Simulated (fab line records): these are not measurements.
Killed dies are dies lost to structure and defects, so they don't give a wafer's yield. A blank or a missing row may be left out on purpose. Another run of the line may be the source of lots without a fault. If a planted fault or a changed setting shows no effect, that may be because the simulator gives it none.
One fault through the eyes of 2 desks + flow n5Finfet + every desk sees just its own numbers, and what lay behind them comes last

THE METROLOGY DESK
What the gauges read, lot by lot, whatever tool the lot ran on: means of the sampled wafers that have a number. A lot is out of limits, marked OUT, if its mean lies more than 4 standard deviations from the usual mean; the brackets give that distance.
Columns: A = M7_RS at N5_BEOL_M7_RS_MEAS_57, usual 0.285 ohm/sq
| lot  | first seen here | A     |
|------|-----------------|-------|
| L545 | day 12 02:31    | 0.298 |
| L547 | day 12 04:01    | 0.282 |
| L554 | day 13 02:25    | 0.276 |
| L552 | day 13 21:05    | 0.292 |
| L555 | day 14 01:10    | 0.283 |
| L553 | day 14 05:47    | 0.290 |
| L557 | day 15 14:31    | 0.286 |
| L562 | day 16 15:56    | 0.283 |
| L566 | day 17 11:02    | 0.288 |
| L568 | day 17 12:10    | 0.295 |
| L567 | day 17 16:02    | 0.283 |
This desk's finding: nothing out of limits on any of the 11 lots.

AT THE TOOL OWNER'S DESK: pvdSputter-02
The tool's own readings at N5_BEOL_M7_SPUTTER_48 (material Cu, target thk 10 nm, time 1.667 s): means of the sampled wafers that have a number, for each lot that ran on this tool. A lot is out of limits, marked OUT, if its mean lies more than 4 standard deviations from the usual mean; the brackets give that distance.
Columns: A = cathodeDcPowerW at N5_BEOL_M7_SPUTTER_48, usual 25999 W; B = chamberPressurePa at N5_BEOL_M7_SPUTTER_48, usual 0.13004 Pa; C = throttleValvePct at N5_BEOL_M7_SPUTTER_48, usual 30.4 %
| lot  | first seen here | A                       | B       | C    |
|------|-----------------|-------------------------|---------|------|
| L554 | day 13 00:50    | 26001                   | 0.12988 | 29.7 |
| L552 | day 13 20:08    | 25998                   | 0.13012 | 30.7 |
| L555 | day 14 00:13    | 25999                   | 0.13016 | 30.4 |
| L557 | day 15 13:27    | 32021 (+99 or more) OUT | 0.13008 | 30.6 |
| L562 | day 16 15:01    | 32032 (+99 or more) OUT | 0.12989 | 30.8 |
This desk finds L557, L562 out of limits, L557 being first, at day 15 13:27 (cathodeDcPowerW at N5_BEOL_M7_SPUTTER_48). L554, L552, L555: within limits.

ALL TOGETHER
The tool owner's desk had the chance to raise an alarm at day 15 13:27 on L557, L562.
From the metrology desk's view, nothing was out of limits.
The metrology desk holds a record of L557, L562, inside its limits.
All the named lots went through N5_BEOL_M7_SPUTTER_48 on pvdSputter-02.

WHAT WAS PUT IN BY THE SIMULATOR
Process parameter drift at N5_BEOL_M7_SPUTTER_48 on pvdSputter-02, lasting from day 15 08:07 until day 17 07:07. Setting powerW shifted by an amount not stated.
Lots struck among those shown: L557, L562.
How many hours passed from the start of the fault until each desk's first out-of-limits reading: the tool owner's desk, 5.
